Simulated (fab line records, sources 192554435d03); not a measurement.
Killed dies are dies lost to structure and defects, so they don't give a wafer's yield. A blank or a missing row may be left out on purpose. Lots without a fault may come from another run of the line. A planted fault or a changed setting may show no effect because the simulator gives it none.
Chamber matching | flow n5_finfet | N5_BEOL_M13_ILD_DEP_00 on pecvd-03: 3 sister chambers
The step deposits SiOC from DEMS/O2, target thk 837.92 nm, time 166.4 s. 3 wafers are shown with their chamber, then 8 later ones without.

WAFERS WITH THEIR CHAMBER
wafer  | chamber | throttle_valve_pct (%)
L089.1 | 1       | 12.6
L086.4 | 0       | 11.9
L090.3 | 2       | 10.7

WAFERS WITHOUT THEIR CHAMBER
wafer  | throttle_valve_pct (%)
L090.5 | 10.7
L090.6 | 12.0
L094.1 | 12.3
L094.2 | 10.7
L094.6 | 10.5
L097.1 | 12.0
L097.2 | 10.8
L097.3 | 12.3

WHICH CHAMBER EACH WENT THROUGH
wafer  | from the rows above     | in truth
L090.5 | 2                       | 2
L090.6 | 0                       | 0
L094.1 | can't be placed: 1 or 0 | 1
L094.2 | 2                       | 2
L094.6 | 2                       | 2
L097.1 | 0                       | 0
L097.2 | 2                       | 2
L097.3 | can't be placed: 1 or 0 | 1
Placed correctly: 6 of 8. Can't be placed from these rows: 2 (the true chamber is among the candidates in 2). Placed wrongly: 0.
How it was worked out, from the rows above alone: a wafer's distance from a chamber is the root of the sum, over the readings, of the square of ((its reading less the chamber's mean) divided by the reading's scatter). The wafer belongs to the nearest chamber; if the next one is less than 2 further off, it can't be placed. A chamber's mean is the mean of its shown wafers. The scatter: with one shown wafer a chamber, the root of the mean of the squares of how far each hidden wafer lies from its nearest shown one.
